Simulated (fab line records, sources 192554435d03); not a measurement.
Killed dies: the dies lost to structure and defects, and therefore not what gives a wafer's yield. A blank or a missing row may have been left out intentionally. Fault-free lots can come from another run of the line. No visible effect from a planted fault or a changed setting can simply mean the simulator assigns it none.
Split-lot study / flow n5_finfet / 7 lots, 21 wafers read, on a route of 1938 steps

## ABOUT THE SPLIT
At N5_BEOL_M15_TRENCH_ETCH_34 (etches SiO2 in C4F8/O2/Ar, target depth 872.93 nm, time 199 s), the setting bias_w was moved away from the recipe's 2040 W on 4 of the 21 wafers read, by -9.0% to +13.2%. This setting was run at the recipe's value on the other wafers.

Reading taken at the split's own step.

## THE READING
rf_vpp_V, in V, at N5_BEOL_M15_TRENCH_ETCH_34 (etches SiO2 in C4F8/O2/Ar, target depth 872.93 nm, time 199 s). On this fab line, fault-free wafers typically give 2219 V with a standard deviation of 29 V.

wafer=L078.1; tool, chamber at the split=rie_diel-04, 2; bias_w as run, W=2040; against the recipe=recipe; rf_vpp_V, V=2209; against lot-mates on the recipe=-
wafer=L078.2; tool, chamber at the split=rie_diel-04, 0; bias_w as run, W=2040; against the recipe=recipe; rf_vpp_V, V=2236; against lot-mates on the recipe=-
wafer=L078.5; tool, chamber at the split=rie_diel-04, 1; bias_w as run, W=2040; against the recipe=recipe; rf_vpp_V, V=2248; against lot-mates on the recipe=-
wafer=L083.1; tool, chamber at the split=rie_diel-04, 2; bias_w as run, W=2040; against the recipe=recipe; rf_vpp_V, V=2210; against lot-mates on the recipe=-
wafer=L083.4; tool, chamber at the split=rie_diel-04, 0; bias_w as run, W=2040; against the recipe=recipe; rf_vpp_V, V=2236; against lot-mates on the recipe=-
wafer=L083.6; tool, chamber at the split=rie_diel-04, 1; bias_w as run, W=2040; against the recipe=recipe; rf_vpp_V, V=2248; against lot-mates on the recipe=-
wafer=L084.1; tool, chamber at the split=rie_diel-04, 3; bias_w as run, W=2040; against the recipe=recipe; rf_vpp_V, V=2238; against lot-mates on the recipe=-
wafer=L084.3; tool, chamber at the split=rie_diel-04, 0; bias_w as run, W=2040; against the recipe=recipe; rf_vpp_V, V=2235; against lot-mates on the recipe=-
wafer=L084.6; tool, chamber at the split=rie_diel-04, 1; bias_w as run, W=2040; against the recipe=recipe; rf_vpp_V, V=2249; against lot-mates on the recipe=-
wafer=L085.4; tool, chamber at the split=rie_diel-03, 1; bias_w as run, W=2040; against the recipe=recipe; rf_vpp_V, V=2221; against lot-mates on the recipe=-
wafer=L085.5; tool, chamber at the split=rie_diel-03, 0; bias_w as run, W=2272; against the recipe=+11.4%; rf_vpp_V, V=2395; against lot-mates on the recipe=+174
wafer=L085.6; tool, chamber at the split=rie_diel-03, 1; bias_w as run, W=2040; against the recipe=recipe; rf_vpp_V, V=2221; against lot-mates on the recipe=-
wafer=L093.1; tool, chamber at the split=rie_diel-03, 0; bias_w as run, W=2040; against the recipe=recipe; rf_vpp_V, V=2222; against lot-mates on the recipe=-
wafer=L093.4; tool, chamber at the split=rie_diel-03, 2; bias_w as run, W=2224; against the recipe=+9.0%; rf_vpp_V, V=2291; against lot-mates on the recipe=+70
wafer=L093.5; tool, chamber at the split=rie_diel-03, 1; bias_w as run, W=2040; against the recipe=recipe; rf_vpp_V, V=2221; against lot-mates on the recipe=-
wafer=L094.1; tool, chamber at the split=rie_diel-01, 3; bias_w as run, W=2040; against the recipe=recipe; rf_vpp_V, V=2207; against lot-mates on the recipe=-
wafer=L094.2; tool, chamber at the split=rie_diel-01, 1; bias_w as run, W=2040; against the recipe=recipe; rf_vpp_V, V=2248; against lot-mates on the recipe=-
wafer=L094.3; tool, chamber at the split=rie_diel-01, 0; bias_w as run, W=1857; against the recipe=-9.0%; rf_vpp_V, V=2023; against lot-mates on the recipe=-204
wafer=L097.2; tool, chamber at the split=rie_diel-04, 3; bias_w as run, W=2040; against the recipe=recipe; rf_vpp_V, V=2237; against lot-mates on the recipe=-
wafer=L097.3; tool, chamber at the split=rie_diel-04, 1; bias_w as run, W=2310; against the recipe=+13.2%; rf_vpp_V, V=2445; against lot-mates on the recipe=+191
wafer=L097.4; tool, chamber at the split=rie_diel-04, 0; bias_w as run, W=2040; against the recipe=recipe; rf_vpp_V, V=2271; against lot-mates on the recipe=-

FIT RESULTS
A straight line over all 21 wafers: rf_vpp_V changes by +15.5 V for each +1% of bias_w; r = +0.93; the points scatter about the line by 29 V.
The same after taking each lot's own level away (the mean of its wafers on the recipe; 21 wafers): +15.3 V for each +1%; r = +0.95; scatter 24 V.
On that fit, the largest move of bias_w shifts the reading by 2e+02 V.
Measured against the standard deviation above, the lots' own levels, which go from 2221.0 to 2254.0 V, span 1.1 times it.
The two slopes are in agreement: the lot-to-lot level therefore moves the slope only a little.
Check: with one of the wafers moved furthest among these (+13.2%) left out of the fit, the line predicts +199 V for it against its lot-mates. Against them it came out at +191 V.
Tool readings at the split's step, against how far the setting was moved: rf_vpp_V r = +0.93.

## FURTHER SPLITS ON THESE WAFERS
Note: prior to the reading, these wafers also went through further splits. Each is held against what the fit with the lots' levels taken away leaves over:
other split on the same wafers=N5_BEOL_M15_EXPOSE_25 dose_mj; wafers away from the commonest value=4; r with rf_vpp_V (lot level and that fit taken away)=+0.23

## THE FILE'S OWN FIT
rf_vpp_V changes by +14.9 V for each +1% of bias_w, r = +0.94.
